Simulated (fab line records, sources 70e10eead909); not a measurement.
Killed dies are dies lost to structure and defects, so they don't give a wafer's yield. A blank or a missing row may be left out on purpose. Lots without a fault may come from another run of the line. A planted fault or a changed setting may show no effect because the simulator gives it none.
One fault seen from 2 desks | flow nand_harc | each desk has only its own numbers; what lay behind them comes last

THE TOOL OWNER'S DESK: krf_scanner-01
The tool's own readings at NHARC_P_STI_EXPOSE_06 (exposes mask P STI, target cd 200 nm): means of the sampled wafers that have a number, for each lot that ran on this tool. A lot is out of limits, marked OUT, if its mean lies more than 4 standard deviations from the usual mean; the brackets give that distance.
Columns: A = focus_offset_nm at NHARC_P_STI_EXPOSE_06, usual -0.1 nm
lot  | first seen here | A
L615 | day 2 18:10     | -0.1
L616 | day 3 00:23     | 0.2
L620 | day 4 00:17     | -0.4
L627 | day 5 16:21     | -0.4
L630 | day 6 09:11     | 0.2
This desk's finding: nothing out of limits on any of the 5 lots.

THE METROLOGY DESK
What the gauges read, lot by lot, whatever tool the lot ran on: means of the sampled wafers that have a number. A lot is out of limits, marked OUT, if its mean lies more than 4 standard deviations from the usual mean; the brackets give that distance.
Columns: A = cd_nm at NHARC_P_ZERO_WELL_CD_MEAS_11, usual 499.7 nm; B = cd_nm at NHARC_P_STI_CD_MEAS_09, usual 200.7 nm; C = trench_depth_nm at NHARC_P_STI_OCD_MEAS_17, usual 297 nm; D = trench_foot_cd_nm at NHARC_P_STI_OCD_MEAS_17, usual 159 nm
lot  | first seen here | A     | B     | C   | D
L614 | day 1 13:07     | 500.7 | 202.4 | 296 | 161
L615 | day 1 19:07     | 498.7 | 204.7 | 299 | 163
L616 | day 2 01:16     | 499.7 | 202.0 | 298 | 160
L617 | day 2 07:14     | 499.8 | 202.6 | 300 | 160
L620 | day 3 01:08     | 498.4 | 197.0 | 296 | 156
L627 | day 4 19:07     | 498.9 | 195.2 | 294 | 154
L630 | day 5 13:07     | 498.9 | 190.9 | 291 | 150
L632 | day 6 01:10     | 500.6 | 203.6 | 297 | 162
L635 | day 6 19:16     | 499.8 | 203.9 | 300 | 163
L636 | day 7 01:07     | 499.9 | 201.3 | 298 | 159
L637 | day 7 07:07     | 500.2 | 197.2 | 298 | 156
This desk's finding: nothing out of limits on any of the 11 lots.

PUT TOGETHER
The tool owner's desk saw nothing out of limits.
The metrology desk saw nothing out of limits.

WHAT THE SIMULATOR HAD PUT IN
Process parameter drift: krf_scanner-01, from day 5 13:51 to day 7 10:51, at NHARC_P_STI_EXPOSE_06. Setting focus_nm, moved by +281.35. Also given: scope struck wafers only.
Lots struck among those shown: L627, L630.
